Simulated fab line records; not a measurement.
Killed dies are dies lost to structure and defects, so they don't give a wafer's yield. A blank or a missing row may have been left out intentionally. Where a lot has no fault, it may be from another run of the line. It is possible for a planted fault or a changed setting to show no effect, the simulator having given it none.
A lot that was struck, set against a sound lot    flow n5-finfet    19 out of 1938 route steps
Sound: these wafers, L300.1, L300.2, L300.6. The struck wafers were L303.4, L303.5, L303.6. At the end, the cause is stated.
For every step that has rows: the tool of each side, followed by ch and its chambers, followed by its first start. Under that, the readings that differ: sound wafers    struck wafers    difference of the means    sigmas: that difference in standard deviations of wafers without a fault.
alike: words and numbers the same on both sides, and readings whose means are apart by under 2 such deviations; not compared: readings that were withheld, readings missing a value for some wafer, numbers with overlapping values and no deviation given by the record, and bounds like >300 which may hide the same value.
Wherever a step has rows on one side only, a row that says differs or no value, or a row with sigmas, the two part there. When numbers do not overlap yet have no deviation, they are printed without sigmas and do not part them. Lack of a reading on every wafer of one side parts them only where that side has two or more wafers.

N5_BEOL_M7_ETCH_62: etches SOC in N2/H2, target depth 110 nm, overetch 22 nm, time 165 s.
  sound on rie-diel-03 ch 0,1,3, day 12 09:56; struck on rie-diel-03 ch 2,3, day 13 01:01
  alike: drypump-motor-current-A, oes-product-au, rf-vpp-V, showerhead-plenum-p-Torr, throttle-valve-pct
  not compared: rf-hours-counter-h
then, 1 step without rows for these wafers: N5_BEOL_M7_STRIP_68 (strips in N2/H2).
N5_BEOL_M7_STRIP_67: strips in CF4.
  sound on rie-diel-03 ch 0,1,3, day 12 10:05; struck on rie-diel-03 ch 2,3, day 13 01:10
  alike: cf4-flow-sccm, drypump-motor-current-A, oes-product-au, power-w, rf-vpp-V, showerhead-plenum-p-Torr, throttle-valve-pct
  not compared: rf-hours-counter-h
N5_BEOL_M7_HM_OPEN_17: chemistry Cl2/BCl3, target TiN, target depth 20 nm, overetch 6 nm.
  sound on rie-metal-01 ch 0,1, day 12 10:07; struck on rie-metal-01 ch 0,1, day 13 01:14
  alike: drypump-motor-current-A, oes-product-au, throttle-valve-pct
  not compared: rf-hours-counter-h
N5_BEOL_M7_STRIP_19: strips in O2.
  sound on rie-diel-05 ch 0,1,2, day 12 10:14; struck on rie-diel-05 ch 1,2,3, day 13 01:29
  alike: drypump-motor-current-A, oes-product-au, rf-vpp-V, showerhead-plenum-p-Torr, throttle-valve-pct
  not compared: rf-hours-counter-h
N5_BEOL_M7_CD_MEAS_18: pitch 80 nm, target cd 40 nm.
  sound on cd-sem-03, day 12 10:18; struck on cd-sem-03, day 13 01:34
  alike: cd-nm
then, 6 steps without rows for these wafers: N5_BEOL_M7_COAT_63 (time 60 s, resist thk 60 nm); N5_BEOL_M7_COAT_64 (time 60 s, resist thk 12 nm); N5_BEOL_M7_COAT_71 (time 60 s, resist thk 5 nm); N5_BEOL_M7_COAT_22 (resist thk 30 nm); N5_BEOL_M7_EBR_24; N5_BEOL_M7_SOFTBAKE_23 (time 60 s).
N5_BEOL_M7_EXPOSE_25: exposes mask V6, target cd 40 nm.
  sound on euv-scanner-01 ch 0, day 12 10:37; struck on euv-scanner-01 ch 0, day 13 04:03
reading                          sound        struck          difference  sigmas
model.BEOL_M7.overlay-x-nm (nm)  0.6 0.6 0.6  10.2 10.2 10.2  +9.6        
  alike: mask
then, 2 steps without rows for these wafers: N5_BEOL_M7_PEB_26 (peb time 60 s); N5_BEOL_M7_DEVELOP_27 (develop time 30 s).
N5_BEOL_M7_CD_MEAS_28: the cd target is 40 nm.
  sound on cd-sem-02 ch 0, day 12 10:46; struck on cd-sem-03 ch 0, day 13 04:10
  alike: cd-nm
N5_BEOL_M7_OVL_MEAS_29:
  sound on overlay-02 ch 0, day 12 10:47; struck on overlay-02 ch 0, day 13 04:13
reading      sound         struck       difference  sigmas
V6_OVL (nm)  0.0 0.2 -0.9  9.7 9.9 9.5  +9.9        +17
N5_BEOL_M7_INSPECT_30: inspects for defects (brightfield).
  sound on defect-inspect-01, day 12 10:50; struck on defect-inspect-01, day 13 04:15
  alike: raw-defect-count
-- here the record skips 3 days between the struck wafers' starts before and after, leaving off in module BEOL_M7 and picking up in module PASSIVATION (first step shown: number 1936 of the route) --
N5_PASSIVATION_PROBE_49:
  sound on prober-02, day 15 17:32; struck on prober-02, day 16 07:16
  alike: defect-limited-yield, killed_at_M0_to_M3, killed_at_M4_up, killed-at-contacts, killed-at-front-end, killed-at-other, killed-dies, killed-open, killed-short, sort_bin_4_leakage, sort_bin_5_function, sort_bin_6_memory, sort-n-pass, sort-yield-pct

WHERE THEY PART
N5_BEOL_M7_OVL_MEAS_29 only, going by this record. Later steps at which nothing parts them and some readings are alike: N5_BEOL_M7_INSPECT_30, N5_PASSIVATION_PROBE_49.

WHY: the cause the simulator had injected
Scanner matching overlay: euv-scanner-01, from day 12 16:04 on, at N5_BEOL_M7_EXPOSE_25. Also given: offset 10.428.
